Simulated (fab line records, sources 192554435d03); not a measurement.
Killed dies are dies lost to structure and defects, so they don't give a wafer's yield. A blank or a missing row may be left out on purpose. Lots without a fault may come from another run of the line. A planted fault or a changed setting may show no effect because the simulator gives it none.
fab line records | flow n5_finfet
record lots=7 wafers=39
route steps=1938 shown WELL_APT@55 FIN_SAQP@131 DUMMY_GATE@237 GATE_CUT@469 MOL_CONTACT_COAG@535 BEOL_M4@1111
start_h: hours from the record's first day to the start of the lot's first wafer shown | wait_h: hours since the lot's step before | " the same as in the row above | L1.1+2: a row that stands for several wafers | - no value, or no start given | * or withheld: withheld | < > ~ a bound
route shown NAME@n: a module of which the file shows steps, and the number in the route of the first | usual: mean/standard deviation of fault-free wafers | same: alike in all rows | chamber/n: place in a boat | sites: the reading at each site | _std_site: their standard deviation | _edge_site: outer sites' mean less inner sites' | radius_mm: how far each site lies from the wafer's centre | mask NAME#n: copy n | behind: the tool/chamber that last shaped the wafer | hold: why the lot was held/for how many hours/how that ended | device: the transistor (n, p or np) that didn't switch | end of line: the same wafers' tests at the end of the route | a step without rows: its recipe alone | killed: dies lost to structure and defects at the first sort, not the wafer's yield | map: a wafer's dies, x killed, . not, _ none there
set.NAME: the setting as run; set.NAME@STEP: as run at that earlier step | model.NAME: the simulator's own value behind a step, which no gauge read
lots whose settings were changed on purpose; a table a step, a row a wafer
## steps
# step N5_WELL_APT_EPI_41
# recipe material=Si target_thk_a=500 temp_c=650 precursor=SiH4/H2 pressure_torr=20 time_s=297.7
# step N5_FIN_SAQP_MANDREL_ETCH_58
# recipe chemistry=HBr/Cl2 target=a-Si target_depth_a=450 bt_time_s=10 stop_on=SiNx mask_material=SiO2 over_etch_frac=0.8 time_s=27 pressure_mtorr=10 icp_w=800 bias_w=75 HBr_flow_sccm=150 Cl2_flow_sccm=80 ends=end_point
# step N5_DUMMY_GATE_ETCH_37
# recipe chemistry=N2/H2 target=SOC target_depth_a=600 overetch_a=300 temp_c=40 ion_energy_ev=200 pressure_mtorr=30 source_w=840 bias_w=150 n2_flow_sccm=200 h2_flow_sccm=200
# step N5_DUMMY_GATE_ETCH_32
# recipe chemistry=CF4 target=SiO2 target_depth_a=35 time_s=3.9 ion_energy_ev=350 pressure_mtorr=10 icp_w=800 bias_w=400 cf4_flow_sccm=80
# step N5_GATE_CUT_ETCH_58
# recipe chemistry=CH3F/O2 target=SiNx target_depth_a=170 time_s=128.6 ion_energy_ev=50 pressure_mtorr=30 source_w=415 bias_w=21 Ar_flow_sccm=150 CH3F_flow_sccm=30 O2_flow_sccm=20
# step N5_MOL_CONTACT_COAG_CONTACT_ETCH_14
# recipe chemistry=C4F6/O2 target=SiO2 target_depth_a=275 overetch_a=85 mask_material=SOC pressure_mtorr=30 source_w=370 bias_w=185 Ar_flow_sccm=300 C4F6_flow_sccm=16 O2_flow_sccm=10 time_s=20 ion_energy_ev=259.6
# step N5_MOL_CONTACT_COAG_ETCH_110
# recipe chemistry=CF4/O2 target=Si target_depth_a=25 time_s=8 pressure_mtorr=100 source_w=200 bias_w=12 ion_energy_ev=60 Ar_flow_sccm=100 cf4_flow_sccm=100 O2_flow_sccm=10
# step N5_MOL_CONTACT_COAG_VIA_ETCH_46
# recipe chemistry=C4F6/O2 target_depth_a=460 overetch_a=92 mask_material=SOC target=SiO2 bias_w=455 pressure_mtorr=10 time_s=40 source_w=325 Ar_flow_sccm=300 C4F6_flow_sccm=10 O2_flow_sccm=10 ion_energy_ev=575.3 ends=end_point
# step N5_BEOL_M4_RC_MEAS_101
# usual CJ_N=4.30/0.11 RS_PWELL=3005/25
# columns lot.wafer tool chamber start_h wait_h set.target_thk_a@WELL_APT_EPI_41 set.icp_w@FIN_SAQP_MANDREL_ETCH_58 set.source_w@DUMMY_GATE_ETCH_37 set.time_s@DUMMY_GATE_ETCH_32 set.bias_w@GATE_CUT_ETCH_58 set.time_s@MOL_CONTACT_COAG_CONTACT_ETCH_14 set.bias_w@MOL_CONTACT_COAG_ETCH_110 set.target_depth_a@MOL_CONTACT_COAG_VIA_ETCH_46 CJ_N RS_PWELL[ohm/sq]
L074.1 prober-01 0 161.69 0.0 483.7 800 840 3.141 21 20 12 490.2 4.62 3088
L074.2 " 0 " " 483.7 840 840 3.9 21 22.85 12 490.2 4.46 3073
L074.3 " 0 " " 483.7 840 840 3.141 23.34 20 13.44 460 4.41 3082
L074.4 " 0 " " 500 800 840 3.9 21 22.85 13.44 490.2 4.28 3028
L074.5 " 0 " " 500 840 840 3.141 23.34 22.85 12 460 4.48 3032
L074.6 " 0 " " 500 800 840 3.9 23.34 20 13.44 460 4.29 3037
L077.1 prober-02 0 181.07 0.0 538.5 888.3 840 3.424 19.57 20 9.724 411.8 3.85 2982
L077.2 " 0 " " 500 800 840 3.9 21 20 9.724 411.8 4.41 3001
L077.3 " 0 " " 500 888.3 840 3.9 21 15.85 12 460 4.46 2995
L077.4 " 0 " " 538.5 800 840 3.424 21 20 12 460 3.75 2972
L077.5 " 0 " " 500 800 840 3.424 19.57 15.85 9.724 460 4.28 3044
L077.6 " 0 " " 538.5 888.3 840 3.9 19.57 15.85 12 411.8 4.01 2926
L078.1 prober-01 0 195.83 0.0 500 800 989.4 4.19 22.48 20 12 460 4.26 2992
L078.2 " 0 " " 515.1 800 840 4.19 22.48 20 12 416.5 3.99 2972
L078.3 " 0 " " 500 800 989.4 4.19 21 20 12 416.5 4.24 2984
L078.4 " 0 " " 500 800 840 3.9 21 20 12 416.5 4.31 2991
L078.5 " 0 " " 515.1 800 989.4 3.9 21 20 12 460 4.01 2966
L078.6 " 0 " " 515.1 800 840 3.9 22.48 20 12 460 4.11 2958
L083.1 prober-01 0 233.68 0.0 500 844.9 840 4.448 21 20 10.9 436.5 4.41 3028
L083.2 " 0 " " 474.9 800 840 4.448 22.57 20 12 460 4.64 3066
L083.3 " 0 " " 474.9 844.9 747.9 3.9 21 20 12 436.5 4.77 3080
L083.4 " 0 " " 500 800 747.9 3.9 21 20 10.9 460 4.51 3046
L083.5 " 0 " " 500 844.9 747.9 4.448 22.57 20 10.9 436.5 4.57 3019
L083.6 " 0 " " 474.9 800 840 3.9 22.57 20 12 460 4.63 3033
L089.2 prober-02 0 285.04 0.7 500 800 840 3.9 21 20 12 460 4.40 2988
L089.5 " 0 " " 500 800 840 3.9 21 20 12 460 4.39 3003
L089.6 " 0 " " 500 800 840 3.9 21 20 12 460 4.15 3003
L097.1 prober-02 0 313.10 0.0 500 800 840 3.019 17.77 20 12 476 4.25 3030
L097.2 " 0 " " 471.4 800 786.7 3.019 21 21.29 12 460 4.49 3044
L097.3 " 0 " " 500 668 840 3.019 21 21.29 10.5 476 4.36 3021
L097.4 " 0 " " 471.4 668 840 3.9 17.77 21.29 12 460 4.50 3028
L097.5 " 0 " " 471.4 800 786.7 3.9 17.77 20 10.5 476 4.58 3041
L097.6 " 0 " " 500 668 786.7 3.9 21 20 10.5 460 4.18 3029
L094.1 prober-02 0 318.63 0.0 524.1 711.7 741.1 4.159 21 20 12 460 3.82 2968
L094.2 " 0 " " 500 800 741.1 4.159 21 18.14 12 460 4.36 3022
L094.3 " 0 " " 500 800 840 3.9 21 18.14 12 460 4.30 2980
L094.4 " 0 " " 524.1 711.7 840 3.9 24.27 18.14 12 460 4.16 2935
L094.5 " 0 " " 524.1 800 741.1 3.9 24.27 20 12 460 3.97 2971
L094.6 " 0 " " 500 711.7 840 4.159 24.27 20 12 460 4.50 2997
## key
split step=N5_WELL_APT_EPI_41 setting=target_thk_a stated_as=500
response step=N5_BEOL_M4_RC_MEAS_101 reading=CJ_N slope=-0.0582 per=1% together_with=all explained=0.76
response step=N5_BEOL_M4_RC_MEAS_101 reading=RS_PWELL slope=-6.77 per=1% together_with=all explained=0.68
split step=N5_FIN_SAQP_MANDREL_ETCH_58 setting=icp_w stated_as=800
response none clear
split step=N5_DUMMY_GATE_ETCH_37 setting=source_w stated_as=840
response none clear
split step=N5_DUMMY_GATE_ETCH_32 setting=time_s stated_as=3.9
response none clear
split step=N5_GATE_CUT_ETCH_58 setting=bias_w stated_as=21
response none clear
split step=N5_MOL_CONTACT_COAG_CONTACT_ETCH_14 setting=time_s stated_as=20
response none clear
split step=N5_MOL_CONTACT_COAG_ETCH_110 setting=bias_w stated_as=12
response none clear
split step=N5_MOL_CONTACT_COAG_VIA_ETCH_46 setting=target_depth_a stated_as=460
response none clear
